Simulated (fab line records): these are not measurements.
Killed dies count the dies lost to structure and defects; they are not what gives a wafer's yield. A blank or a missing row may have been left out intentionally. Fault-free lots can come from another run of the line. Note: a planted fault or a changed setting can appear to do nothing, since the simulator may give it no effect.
fab line records || flow n5-finfet || part 2 of 2: steps 18 to 27 of 27
record: {"lots": 5, "wafers": 15, "last-day": 16}
route steps=1938 shown BEOL_M7@1299
lots that met no fault: from a run of the same line without faults
start-h: hours from the record's opening day to when the first of the lot's shown wafers began || wait-h: hours elapsed since this lot's preceding step || " same as the row above || L1.1+2: one row covering several wafers at once || - either no value or no given start || * or withheld: withheld || < > ~ a bound
route shown NAME@n: NAME is a module with steps in the file, n the number in the route of the first one || usual: mean/standard deviation taken from wafers without a fault || same: alike in all rows || chamber/n: place in a boat || sites: each site's reading || _std_site: the standard deviation of these || _edge_site: inner sites' mean taken away from outer sites' mean || radius-mm: how far each site lies from the wafer's centre || mask NAME#n: copy n || behind: the tool/chamber that last shaped the wafer || hold: why the lot was held/for how many hours/how that ended || device: the transistor (n, p or np) that didn't switch || end of line: the route-end tests of the same wafers || for a step that has no rows: nothing shown but its recipe || killed: at the first sort, the dies lost to defects and structure; wafer yield is something else || map: a wafer's dies, marking killed ones x, the rest . and places with no die _
set.NAME: the setting that was run; set.NAME@STEP: the one run at that earlier step || model.NAME: the simulator's own value behind a step, which no gauge read
certain route steps with their lots: each step a table, each wafer a row
services: a tool's chamber out of use, with start hour (start-h, from the record's first day; less than 0 if before it), hours out, and reason
== steps ==
step: N5_BEOL_M7_CD_MEAS_35
recipe: {"target-cd-nm": 40, "polarity": "opening"}
usual: {"cd-nm": "40.0/0.48"}
{"lot.wafer": "L077.3", "tool": "cd-sem-01", "chamber": "-", "start-h": 204.28, "wait-h": 0.0, "cd-nm": 40.7}
{"lot.wafer": "L077.4", "tool": "cd-sem-01", "chamber": "-", "start-h": 204.28, "wait-h": 0.0, "cd-nm": 40.6}
{"lot.wafer": "L077.5", "tool": "cd-sem-01", "chamber": "-", "start-h": 204.28, "wait-h": 0.0, "cd-nm": 40.1}
{"lot.wafer": "L078.2", "tool": "cd-sem-03", "chamber": "-", "start-h": 215.38, "wait-h": 0.0, "cd-nm": 40.0}
{"lot.wafer": "L078.4", "tool": "cd-sem-03", "chamber": "-", "start-h": 215.38, "wait-h": 0.0, "cd-nm": 40.4}
{"lot.wafer": "L078.5", "tool": "cd-sem-03", "chamber": "-", "start-h": 215.38, "wait-h": 0.0, "cd-nm": 40.4}
{"lot.wafer": "L082.2", "tool": "cd-sem-03", "chamber": "-", "start-h": 248.26, "wait-h": 0.0, "cd-nm": 40.4}
{"lot.wafer": "L082.3", "tool": "cd-sem-03", "chamber": "-", "start-h": 248.26, "wait-h": 0.0, "cd-nm": 40.5}
{"lot.wafer": "L082.6", "tool": "cd-sem-03", "chamber": "-", "start-h": 248.26, "wait-h": 0.0, "cd-nm": 39.2}
{"lot.wafer": "L093.1", "tool": "cd-sem-03", "chamber": "-", "start-h": 298.27, "wait-h": 0.0, "cd-nm": 39.7}
{"lot.wafer": "L093.5", "tool": "cd-sem-03", "chamber": "-", "start-h": 298.27, "wait-h": 0.0, "cd-nm": 40.2}
{"lot.wafer": "L093.6", "tool": "cd-sem-03", "chamber": "-", "start-h": 298.27, "wait-h": 0.0, "cd-nm": 40.1}
{"lot.wafer": "L090.1", "tool": "cd-sem-02", "chamber": "-", "start-h": 298.74, "wait-h": 0.0, "cd-nm": 40.1}
{"lot.wafer": "L090.2", "tool": "cd-sem-02", "chamber": "-", "start-h": 298.74, "wait-h": 0.0, "cd-nm": 39.7}
{"lot.wafer": "L090.4", "tool": "cd-sem-02", "chamber": "-", "start-h": 298.74, "wait-h": 0.0, "cd-nm": 38.6}
step: N5_BEOL_M7_CURE_75
recipe: {"temp-c": 370, "time-s": 120, "ambient": "DMADMS/He", "material": "SiCOH_lowk"}
usual: {"lamp-power-pct": "52.31/0.055", "wafer_temp_C_max": "371.8/0.75"}
same: {"time-s": 120}
{"lot.wafer": "L077.3", "tool": "uv-cure-03", "chamber": 2, "start-h": 204.52, "wait-h": 0.2, "lamp-power-pct": 52.21, "wafer_temp_C_max": 371.8}
{"lot.wafer": "L077.4", "tool": "uv-cure-03", "chamber": 2, "start-h": 204.52, "wait-h": 0.2, "lamp-power-pct": 52.38, "wafer_temp_C_max": 372.0}
{"lot.wafer": "L077.5", "tool": "uv-cure-03", "chamber": 2, "start-h": 204.52, "wait-h": 0.2, "lamp-power-pct": 52.30, "wafer_temp_C_max": 372.3}
{"lot.wafer": "L078.2", "tool": "uv-cure-01", "chamber": 0, "start-h": 215.90, "wait-h": 0.5, "lamp-power-pct": 52.32, "wafer_temp_C_max": 371.5}
{"lot.wafer": "L078.4", "tool": "uv-cure-01", "chamber": 0, "start-h": 215.90, "wait-h": 0.5, "lamp-power-pct": 52.33, "wafer_temp_C_max": 372.1}
{"lot.wafer": "L078.5", "tool": "uv-cure-01", "chamber": 0, "start-h": 215.90, "wait-h": 0.5, "lamp-power-pct": 52.38, "wafer_temp_C_max": 372.3}
{"lot.wafer": "L082.2", "tool": "uv-cure-01", "chamber": 2, "start-h": 248.35, "wait-h": 0.1, "lamp-power-pct": 52.30, "wafer_temp_C_max": 371.0}
{"lot.wafer": "L082.3", "tool": "uv-cure-01", "chamber": 2, "start-h": 248.35, "wait-h": 0.1, "lamp-power-pct": 52.27, "wafer_temp_C_max": 370.8}
{"lot.wafer": "L082.6", "tool": "uv-cure-01", "chamber": 2, "start-h": 248.35, "wait-h": 0.1, "lamp-power-pct": 52.32, "wafer_temp_C_max": 371.0}
{"lot.wafer": "L093.1", "tool": "uv-cure-03", "chamber": 1, "start-h": 298.31, "wait-h": 0.0, "lamp-power-pct": 52.29, "wafer_temp_C_max": 372.1}
{"lot.wafer": "L093.5", "tool": "uv-cure-03", "chamber": 1, "start-h": 298.31, "wait-h": 0.0, "lamp-power-pct": 52.32, "wafer_temp_C_max": 372.3}
{"lot.wafer": "L093.6", "tool": "uv-cure-03", "chamber": 1, "start-h": 298.31, "wait-h": 0.0, "lamp-power-pct": 52.31, "wafer_temp_C_max": 372.3}
{"lot.wafer": "L090.1", "tool": "uv-cure-01", "chamber": 0, "start-h": 298.78, "wait-h": 0.0, "lamp-power-pct": 52.40, "wafer_temp_C_max": 372.3}
{"lot.wafer": "L090.2", "tool": "uv-cure-01", "chamber": 0, "start-h": 298.78, "wait-h": 0.0, "lamp-power-pct": 52.33, "wafer_temp_C_max": 371.7}
{"lot.wafer": "L090.4", "tool": "uv-cure-01", "chamber": 0, "start-h": 298.78, "wait-h": 0.0, "lamp-power-pct": 52.30, "wafer_temp_C_max": 371.5}
step: N5_BEOL_M7_DEGAS_44
recipe: {"ambient": "vacuum", "temp-c": 250, "time-s": 60}
usual: {"heater-power-w": "329/23"}
same: {"time-s": 60}
{"lot.wafer": "L077.3", "tool": "pvd-sputter-02", "chamber": "-", "start-h": 205.00, "wait-h": 0.4, "heater-power-w": 282}
{"lot.wafer": "L077.4", "tool": "pvd-sputter-02", "chamber": "-", "start-h": 205.00, "wait-h": 0.4, "heater-power-w": 340}
{"lot.wafer": "L077.5", "tool": "pvd-sputter-02", "chamber": "-", "start-h": 205.00, "wait-h": 0.4, "heater-power-w": 270}
{"lot.wafer": "L078.2", "tool": "pvd-sputter-01", "chamber": "-", "start-h": 216.23, "wait-h": 0.3, "heater-power-w": 339}
{"lot.wafer": "L078.4", "tool": "pvd-sputter-01", "chamber": "-", "start-h": 216.23, "wait-h": 0.3, "heater-power-w": 340}
{"lot.wafer": "L078.5", "tool": "pvd-sputter-01", "chamber": "-", "start-h": 216.23, "wait-h": 0.3, "heater-power-w": 337}
{"lot.wafer": "L082.2", "tool": "pvd-sputter-02", "chamber": "-", "start-h": 249.24, "wait-h": 0.8, "heater-power-w": 276}
{"lot.wafer": "L082.3", "tool": "pvd-sputter-02", "chamber": "-", "start-h": 249.24, "wait-h": 0.8, "heater-power-w": 352}
{"lot.wafer": "L082.6", "tool": "pvd-sputter-02", "chamber": "-", "start-h": 249.24, "wait-h": 0.8, "heater-power-w": 340}
{"lot.wafer": "L093.1", "tool": "pvd-sputter-01", "chamber": "-", "start-h": 298.70, "wait-h": 0.3, "heater-power-w": 347}
{"lot.wafer": "L093.5", "tool": "pvd-sputter-01", "chamber": "-", "start-h": 298.70, "wait-h": 0.3, "heater-power-w": 339}
{"lot.wafer": "L093.6", "tool": "pvd-sputter-01", "chamber": "-", "start-h": 298.70, "wait-h": 0.3, "heater-power-w": 346}
{"lot.wafer": "L090.1", "tool": "pvd-sputter-02", "chamber": "-", "start-h": 299.19, "wait-h": 0.4, "heater-power-w": 352}
{"lot.wafer": "L090.2", "tool": "pvd-sputter-02", "chamber": "-", "start-h": 299.19, "wait-h": 0.4, "heater-power-w": 276}
{"lot.wafer": "L090.4", "tool": "pvd-sputter-02", "chamber": "-", "start-h": 299.19, "wait-h": 0.4, "heater-power-w": 344}
step: N5_BEOL_M7_PRE_CLEAN_45
recipe: {"gas": "H2/He", "time-s": 30, "temp-c": 250}
usual: {"heater-power-w": "328/23"}
same: {"time-s": 30}
{"lot.wafer": "L077.3", "tool": "pvd-sputter-02", "chamber": "-", "start-h": 205.04, "wait-h": 0.0, "heater-power-w": 267}
{"lot.wafer": "L077.4", "tool": "pvd-sputter-02", "chamber": "-", "start-h": 205.04, "wait-h": 0.0, "heater-power-w": 333}
{"lot.wafer": "L077.5", "tool": "pvd-sputter-02", "chamber": "-", "start-h": 205.04, "wait-h": 0.0, "heater-power-w": 276}
{"lot.wafer": "L078.2", "tool": "pvd-sputter-01", "chamber": "-", "start-h": 216.27, "wait-h": 0.0, "heater-power-w": 342}
{"lot.wafer": "L078.4", "tool": "pvd-sputter-01", "chamber": "-", "start-h": 216.27, "wait-h": 0.0, "heater-power-w": 344}
{"lot.wafer": "L078.5", "tool": "pvd-sputter-01", "chamber": "-", "start-h": 216.27, "wait-h": 0.0, "heater-power-w": 333}
{"lot.wafer": "L082.2", "tool": "pvd-sputter-02", "chamber": "-", "start-h": 249.28, "wait-h": 0.0, "heater-power-w": 278}
{"lot.wafer": "L082.3", "tool": "pvd-sputter-02", "chamber": "-", "start-h": 249.28, "wait-h": 0.0, "heater-power-w": 344}
{"lot.wafer": "L082.6", "tool": "pvd-sputter-02", "chamber": "-", "start-h": 249.28, "wait-h": 0.0, "heater-power-w": 341}
{"lot.wafer": "L093.1", "tool": "pvd-sputter-01", "chamber": "-", "start-h": 298.74, "wait-h": 0.0, "heater-power-w": 340}
{"lot.wafer": "L093.5", "tool": "pvd-sputter-01", "chamber": "-", "start-h": 298.74, "wait-h": 0.0, "heater-power-w": 344}
{"lot.wafer": "L093.6", "tool": "pvd-sputter-01", "chamber": "-", "start-h": 298.74, "wait-h": 0.0, "heater-power-w": 331}
{"lot.wafer": "L090.1", "tool": "pvd-sputter-02", "chamber": "-", "start-h": 299.23, "wait-h": 0.0, "heater-power-w": 349}
{"lot.wafer": "L090.2", "tool": "pvd-sputter-02", "chamber": "-", "start-h": 299.23, "wait-h": 0.0, "heater-power-w": 271}
{"lot.wafer": "L090.4", "tool": "pvd-sputter-02", "chamber": "-", "start-h": 299.23, "wait-h": 0.0, "heater-power-w": 336}
step: N5_BEOL_M7_ALD_77
recipe: {"material": "TaN", "target-thk-a": 20, "temp-c": 275, "ald-precursor-family": "PDMAT", "ald-co-reactant": "NH3", "pressure-torr": 3, "carrier-flow-sccm": 1500, "pulse-time-s": 2, "purge-time-s": 3, "co-reactant-purge-time-s": 2, "co-reactant-pulse-time-s": 3, "ald-cycles": 40, "precursor-vessel-temp-c": 75, "precursor-vessel-pressure-torr": 26.25, "precursor-vessel-carrier-sccm": 1000}
usual: {"heater-power-w": "391/35", "precursor-vessel-temp-c": "75.01/0.12"}
{"lot.wafer": "L077.3", "tool": "ald-metal-03", "chamber": 1, "start-h": 205.10, "wait-h": 0.0, "heater-power-w": 366, "precursor-vessel-temp-c": 75.03, "since-wet-clean-h": 2945}
{"lot.wafer": "L077.4", "tool": "ald-metal-03", "chamber": 0, "start-h": 205.10, "wait-h": 0.0, "heater-power-w": 382, "precursor-vessel-temp-c": 75.02, "since-wet-clean-h": 2945}
{"lot.wafer": "L077.5", "tool": "ald-metal-03", "chamber": 1, "start-h": 205.10, "wait-h": 0.0, "heater-power-w": 370, "precursor-vessel-temp-c": 75.09, "since-wet-clean-h": "-"}
{"lot.wafer": "L078.2", "tool": "ald-metal-04", "chamber": 1, "start-h": 216.56, "wait-h": 0.3, "heater-power-w": 436, "precursor-vessel-temp-c": 75.08, "since-wet-clean-h": 6033}
{"lot.wafer": "L078.4", "tool": "ald-metal-04", "chamber": 2, "start-h": 216.56, "wait-h": 0.3, "heater-power-w": 440, "precursor-vessel-temp-c": 75.02, "since-wet-clean-h": 6033}
{"lot.wafer": "L078.5", "tool": "ald-metal-04", "chamber": 3, "start-h": 216.56, "wait-h": 0.3, "heater-power-w": 338, "precursor-vessel-temp-c": 75.08, "since-wet-clean-h": "-"}
{"lot.wafer": "L082.2", "tool": "ald-metal-03", "chamber": 2, "start-h": 249.34, "wait-h": 0.0, "heater-power-w": 425, "precursor-vessel-temp-c": 75.04, "since-wet-clean-h": 2989}
{"lot.wafer": "L082.3", "tool": "ald-metal-03", "chamber": 1, "start-h": 249.34, "wait-h": 0.0, "heater-power-w": 366, "precursor-vessel-temp-c": 75.00, "since-wet-clean-h": 2989}
{"lot.wafer": "L082.6", "tool": "ald-metal-03", "chamber": 2, "start-h": 249.34, "wait-h": 0.0, "heater-power-w": 412, "precursor-vessel-temp-c": 75.18, "since-wet-clean-h": "-"}
{"lot.wafer": "L093.1", "tool": "ald-metal-03", "chamber": 0, "start-h": 298.80, "wait-h": 0.0, "heater-power-w": 373, "precursor-vessel-temp-c": 75.10, "since-wet-clean-h": 3039}
{"lot.wafer": "L093.5", "tool": "ald-metal-03", "chamber": 3, "start-h": 298.80, "wait-h": 0.0, "heater-power-w": 377, "precursor-vessel-temp-c": 74.82, "since-wet-clean-h": "-"}
{"lot.wafer": "L093.6", "tool": "ald-metal-03", "chamber": 0, "start-h": 298.80, "wait-h": 0.0, "heater-power-w": 395, "precursor-vessel-temp-c": 74.92, "since-wet-clean-h": "-"}
{"lot.wafer": "L090.1", "tool": "ald-metal-04", "chamber": 2, "start-h": 299.29, "wait-h": 0.0, "heater-power-w": 435, "precursor-vessel-temp-c": 75.06, "since-wet-clean-h": 6116}
{"lot.wafer": "L090.2", "tool": "ald-metal-04", "chamber": 3, "start-h": 299.29, "wait-h": 0.0, "heater-power-w": 345, "precursor-vessel-temp-c": 74.91, "since-wet-clean-h": 6116}
{"lot.wafer": "L090.4", "tool": "ald-metal-04", "chamber": 3, "start-h": 299.29, "wait-h": 0.0, "heater-power-w": 345, "precursor-vessel-temp-c": 74.83, "since-wet-clean-h": "-"}
step: N5_BEOL_M7_SURFACE_TREAT_79
recipe: {"gas": "Ar", "time-s": "*", "ion-energy-ev": "*", "ion-current-ma-cm2": 0.5, "pressure-mtorr": "*", "ar-flow-sccm": 30}
usual: {"throttle-valve-pct": "*"}
same: {"time-s": "*"}
{"lot.wafer": "L077.3", "tool": "pvd-sputter-03", "chamber": "-", "start-h": 206.13, "wait-h": 0.9, "throttle-valve-pct": "*"}
{"lot.wafer": "L077.4", "tool": "pvd-sputter-03", "chamber": "-", "start-h": 206.13, "wait-h": 0.9, "throttle-valve-pct": "*"}
{"lot.wafer": "L077.5", "tool": "pvd-sputter-03", "chamber": "-", "start-h": 206.13, "wait-h": 0.9, "throttle-valve-pct": "*"}
{"lot.wafer": "L078.2", "tool": "pvd-sputter-03", "chamber": "-", "start-h": 217.76, "wait-h": 1.1, "throttle-valve-pct": "*"}
{"lot.wafer": "L078.4", "tool": "pvd-sputter-03", "chamber": "-", "start-h": 217.76, "wait-h": 1.1, "throttle-valve-pct": "*"}
{"lot.wafer": "L078.5", "tool": "pvd-sputter-03", "chamber": "-", "start-h": 217.76, "wait-h": 1.1, "throttle-valve-pct": "*"}
{"lot.wafer": "L082.2", "tool": "pvd-sputter-02", "chamber": "-", "start-h": 249.64, "wait-h": 0.2, "throttle-valve-pct": "*"}
{"lot.wafer": "L082.3", "tool": "pvd-sputter-02", "chamber": "-", "start-h": 249.64, "wait-h": 0.2, "throttle-valve-pct": "*"}
{"lot.wafer": "L082.6", "tool": "pvd-sputter-02", "chamber": "-", "start-h": 249.64, "wait-h": 0.2, "throttle-valve-pct": "*"}
{"lot.wafer": "L093.1", "tool": "pvd-sputter-02", "chamber": "-", "start-h": 299.11, "wait-h": 0.2, "throttle-valve-pct": "*"}
{"lot.wafer": "L093.5", "tool": "pvd-sputter-02", "chamber": "-", "start-h": 299.11, "wait-h": 0.2, "throttle-valve-pct": "*"}
{"lot.wafer": "L093.6", "tool": "pvd-sputter-02", "chamber": "-", "start-h": 299.11, "wait-h": 0.2, "throttle-valve-pct": "*"}
{"lot.wafer": "L090.1", "tool": "pvd-sputter-01", "chamber": "-", "start-h": 299.72, "wait-h": 0.3, "throttle-valve-pct": "*"}
{"lot.wafer": "L090.2", "tool": "pvd-sputter-01", "chamber": "-", "start-h": 299.72, "wait-h": 0.3, "throttle-valve-pct": "*"}
{"lot.wafer": "L090.4", "tool": "pvd-sputter-01", "chamber": "-", "start-h": 299.72, "wait-h": 0.3, "throttle-valve-pct": "*"}
step: N5_BEOL_M7_CVD_78
recipe: {"material": "Co", "target-thk-a": 20, "temp-c": "withheld", "precursor": "CCTBA/H2", "pressure-torr": 30, "time-s": 142.3}
same: {"time-s": 142.3}
{"lot.wafer": "L077.3", "tool": "cvd-co-02", "chamber": 0, "start-h": 206.20, "wait-h": 0.0, "since-wet-clean-h": 966}
{"lot.wafer": "L077.4", "tool": "cvd-co-02", "chamber": 0, "start-h": 206.20, "wait-h": 0.0, "since-wet-clean-h": "-"}
{"lot.wafer": "L077.5", "tool": "cvd-co-02", "chamber": 2, "start-h": 206.20, "wait-h": 0.0, "since-wet-clean-h": "-"}
{"lot.wafer": "L078.2", "tool": "cvd-co-02", "chamber": 2, "start-h": 217.88, "wait-h": 0.1, "since-wet-clean-h": 519}
{"lot.wafer": "L078.4", "tool": "cvd-co-02", "chamber": 0, "start-h": 217.88, "wait-h": 0.1, "since-wet-clean-h": "-"}
{"lot.wafer": "L078.5", "tool": "cvd-co-02", "chamber": 1, "start-h": 217.88, "wait-h": 0.1, "since-wet-clean-h": "-"}
{"lot.wafer": "L082.2", "tool": "cvd-co-01", "chamber": 0, "start-h": 249.75, "wait-h": 0.1, "since-wet-clean-h": 791}
{"lot.wafer": "L082.3", "tool": "cvd-co-01", "chamber": 2, "start-h": 249.75, "wait-h": 0.1, "since-wet-clean-h": 332}
{"lot.wafer": "L082.6", "tool": "cvd-co-01", "chamber": 1, "start-h": 249.75, "wait-h": 0.1, "since-wet-clean-h": "-"}
{"lot.wafer": "L093.1", "tool": "cvd-co-01", "chamber": 1, "start-h": 299.17, "wait-h": 0.0, "since-wet-clean-h": 1278}
{"lot.wafer": "L093.5", "tool": "cvd-co-01", "chamber": 0, "start-h": 299.17, "wait-h": 0.0, "since-wet-clean-h": "-"}
{"lot.wafer": "L093.6", "tool": "cvd-co-01", "chamber": 2, "start-h": 299.17, "wait-h": 0.0, "since-wet-clean-h": "-"}
{"lot.wafer": "L090.1", "tool": "cvd-co-01", "chamber": 2, "start-h": 299.90, "wait-h": 0.2, "since-wet-clean-h": 382}
{"lot.wafer": "L090.2", "tool": "cvd-co-01", "chamber": 0, "start-h": 299.90, "wait-h": 0.2, "since-wet-clean-h": 841}
{"lot.wafer": "L090.4", "tool": "cvd-co-01", "chamber": 1, "start-h": 299.90, "wait-h": 0.2, "since-wet-clean-h": "-"}
step: N5_BEOL_M7_SPUTTER_48
recipe: {"material": "Cu", "target-thk-a": 100, "temp-c": -20, "bias-v": 60, "power-w": 26000, "chamber-pressure-pa": 0.13, "time-s": 1.667}
usual: {"throttle-valve-pct": "30.3/0.92"}
same: {"time-s": 1.667}
{"lot.wafer": "L077.3", "tool": "pvd-sputter-03", "chamber": "-", "start-h": 206.63, "wait-h": 0.4, "throttle-valve-pct": 29.2}
{"lot.wafer": "L077.4", "tool": "pvd-sputter-03", "chamber": "-", "start-h": 206.63, "wait-h": 0.4, "throttle-valve-pct": 31.9}
{"lot.wafer": "L077.5", "tool": "pvd-sputter-03", "chamber": "-", "start-h": 206.63, "wait-h": 0.4, "throttle-valve-pct": 30.7}
{"lot.wafer": "L078.2", "tool": "pvd-sputter-02", "chamber": "-", "start-h": 218.08, "wait-h": 0.1, "throttle-valve-pct": 30.0}
{"lot.wafer": "L078.4", "tool": "pvd-sputter-02", "chamber": "-", "start-h": 218.08, "wait-h": 0.1, "throttle-valve-pct": 31.6}
{"lot.wafer": "L078.5", "tool": "pvd-sputter-02", "chamber": "-", "start-h": 218.08, "wait-h": 0.1, "throttle-valve-pct": 30.1}
{"lot.wafer": "L082.2", "tool": "pvd-sputter-03", "chamber": "-", "start-h": 249.86, "wait-h": 0.1, "throttle-valve-pct": 31.9}
{"lot.wafer": "L082.3", "tool": "pvd-sputter-03", "chamber": "-", "start-h": 249.86, "wait-h": 0.1, "throttle-valve-pct": 29.9}
{"lot.wafer": "L082.6", "tool": "pvd-sputter-03", "chamber": "-", "start-h": 249.86, "wait-h": 0.1, "throttle-valve-pct": 29.9}
{"lot.wafer": "L093.1", "tool": "pvd-sputter-01", "chamber": "-", "start-h": 299.34, "wait-h": 0.1, "throttle-valve-pct": 28.7}
{"lot.wafer": "L093.5", "tool": "pvd-sputter-01", "chamber": "-", "start-h": 299.34, "wait-h": 0.1, "throttle-valve-pct": 30.4}
{"lot.wafer": "L093.6", "tool": "pvd-sputter-01", "chamber": "-", "start-h": 299.34, "wait-h": 0.1, "throttle-valve-pct": 29.7}
{"lot.wafer": "L090.1", "tool": "pvd-sputter-01", "chamber": "-", "start-h": 300.02, "wait-h": 0.1, "throttle-valve-pct": 30.6}
{"lot.wafer": "L090.2", "tool": "pvd-sputter-01", "chamber": "-", "start-h": 300.02, "wait-h": 0.1, "throttle-valve-pct": 29.5}
{"lot.wafer": "L090.4", "tool": "pvd-sputter-01", "chamber": "-", "start-h": 300.02, "wait-h": 0.1, "throttle-valve-pct": 30.6}
step: N5_BEOL_M7_ECD_50
recipe: {"material": "Cu", "target-thk-a": 3000}
{"lot.wafer": "L077.3+4+5", "tool": "ecd-cu-01", "chamber": "0,1,1", "start-h": 206.78, "wait-h": 0.1}
{"lot.wafer": "L078.2+4+5", "tool": "ecd-cu-02", "chamber": "1,1,0", "start-h": 218.19, "wait-h": 0.1}
{"lot.wafer": "L082.2+3+6", "tool": "ecd-cu-02", "chamber": "0,1,1", "start-h": 249.98, "wait-h": 0.1}
{"lot.wafer": "L093.1+5+6", "tool": "ecd-cu-01", "chamber": "0,1,0", "start-h": 299.46, "wait-h": 0.1}
{"lot.wafer": "L090.1+2+4", "tool": "ecd-cu-02", "chamber": "0,1,0", "start-h": 300.13, "wait-h": 0.1}
step: N5_BEOL_M7_ANNEAL_51
recipe: {"temp-c": 225, "time-s": 90, "ambient": "N2"}
usual: {"wafer_temp_C_max": "226.2/0.33"}
same: {"time-s": 90}
{"lot.wafer": "L077.3", "tool": "rtp-anneal-02", "chamber": 0, "start-h": 206.94, "wait-h": 0.1, "wafer_temp_C_max": 226.5}
{"lot.wafer": "L077.4", "tool": "rtp-anneal-02", "chamber": 0, "start-h": 206.94, "wait-h": 0.1, "wafer_temp_C_max": 226.2}
{"lot.wafer": "L077.5", "tool": "rtp-anneal-02", "chamber": 0, "start-h": 206.94, "wait-h": 0.1, "wafer_temp_C_max": 226.3}
{"lot.wafer": "L078.2", "tool": "rtp-anneal-02", "chamber": 0, "start-h": 218.33, "wait-h": 0.1, "wafer_temp_C_max": 226.6}
{"lot.wafer": "L078.4", "tool": "rtp-anneal-02", "chamber": 0, "start-h": 218.33, "wait-h": 0.1, "wafer_temp_C_max": 226.4}
{"lot.wafer": "L078.5", "tool": "rtp-anneal-02", "chamber": 0, "start-h": 218.33, "wait-h": 0.1, "wafer_temp_C_max": 226.5}
{"lot.wafer": "L082.2", "tool": "rtp-anneal-02", "chamber": 0, "start-h": 250.80, "wait-h": 0.8, "wafer_temp_C_max": 226.7}
{"lot.wafer": "L082.3", "tool": "rtp-anneal-02", "chamber": 0, "start-h": 250.80, "wait-h": 0.8, "wafer_temp_C_max": 226.8}
{"lot.wafer": "L082.6", "tool": "rtp-anneal-02", "chamber": 0, "start-h": 250.80, "wait-h": 0.8, "wafer_temp_C_max": 226.2}
{"lot.wafer": "L093.1", "tool": "rtp-anneal-02", "chamber": 0, "start-h": 299.88, "wait-h": 0.4, "wafer_temp_C_max": 226.6}
{"lot.wafer": "L093.5", "tool": "rtp-anneal-02", "chamber": 0, "start-h": 299.88, "wait-h": 0.4, "wafer_temp_C_max": 226.3}
{"lot.wafer": "L093.6", "tool": "rtp-anneal-02", "chamber": 0, "start-h": 299.88, "wait-h": 0.4, "wafer_temp_C_max": 226.3}
{"lot.wafer": "L090.1", "tool": "rtp-anneal-02", "chamber": 0, "start-h": 300.42, "wait-h": 0.3, "wafer_temp_C_max": 226.0}
{"lot.wafer": "L090.2", "tool": "rtp-anneal-02", "chamber": 0, "start-h": 300.42, "wait-h": 0.3, "wafer_temp_C_max": 226.4}
{"lot.wafer": "L090.4", "tool": "rtp-anneal-02", "chamber": 0, "start-h": 300.42, "wait-h": 0.3, "wafer_temp_C_max": 226.3}
== services ==
{"tool": "rie-diel-06", "chamber": 1, "start-h": 212.61, "hours": 5.3, "kind": "repair"}
{"tool": "uv-cure-01", "chamber": "-", "start-h": 214.37, "hours": 1.0, "kind": "pm"}
{"tool": "uv-cure-03", "chamber": "-", "start-h": 214.77, "hours": 28.1, "kind": "pm"}
{"tool": "uv-cure-01", "chamber": "-", "start-h": 221.40, "hours": 16.7, "kind": "repair"}
{"tool": "rie-diel-05", "chamber": 2, "start-h": 235.25, "hours": 4.6, "kind": "repair"}
{"tool": "rie-diel-05", "chamber": 2, "start-h": 240.09, "hours": "-", "kind": "clean"}
{"tool": "rie-diel-05", "chamber": 2, "start-h": 240.09, "hours": "-", "kind": "consumable-replace:focus-ring"}
{"tool": "rie-diel-05", "chamber": 2, "start-h": 240.09, "hours": "-", "kind": "consumable-replace:showerhead"}
{"tool": "rie-diel-05", "chamber": 2, "start-h": 240.09, "hours": 13.4, "kind": "scheduled-down"}
{"tool": "rie-diel-05", "chamber": 2, "start-h": 240.09, "hours": 13.4, "kind": "vent-cycle"}
{"tool": "ald-metal-04", "chamber": "-", "start-h": 240.27, "hours": 6.0, "kind": "pm"}
{"tool": "cvd-co-02", "chamber": "-", "start-h": 241.53, "hours": 13.1, "kind": "repair"}
{"tool": "rie-diel-06", "chamber": 2, "start-h": 246.36, "hours": "-", "kind": "clean"}
{"tool": "rie-diel-06", "chamber": 2, "start-h": 246.36, "hours": "-", "kind": "consumable-replace:focus-ring"}
{"tool": "rie-diel-06", "chamber": 2, "start-h": 246.36, "hours": 27.1, "kind": "scheduled-down"}
{"tool": "rie-diel-06", "chamber": 2, "start-h": 246.36, "hours": 27.1, "kind": "vent-cycle"}
{"tool": "cvd-co-02", "chamber": "-", "start-h": 261.52, "hours": 6.9, "kind": "pm"}
{"tool": "ald-metal-04", "chamber": 1, "start-h": 263.04, "hours": 40.6, "kind": "repair"}
{"tool": "wet-bench-06", "chamber": "-", "start-h": 269.57, "hours": 1.9, "kind": "pm"}
{"tool": "cvd-co-02", "chamber": "-", "start-h": 272.38, "hours": 3.9, "kind": "repair"}
{"tool": "ald-metal-03", "chamber": 0, "start-h": 276.34, "hours": 1.7, "kind": "repair"}
{"tool": "ald-metal-04", "chamber": 0, "start-h": 290.38, "hours": 4.5, "kind": "repair"}
{"tool": "uv-cure-03", "chamber": "-", "start-h": 293.09, "hours": 1.0, "kind": "pm"}
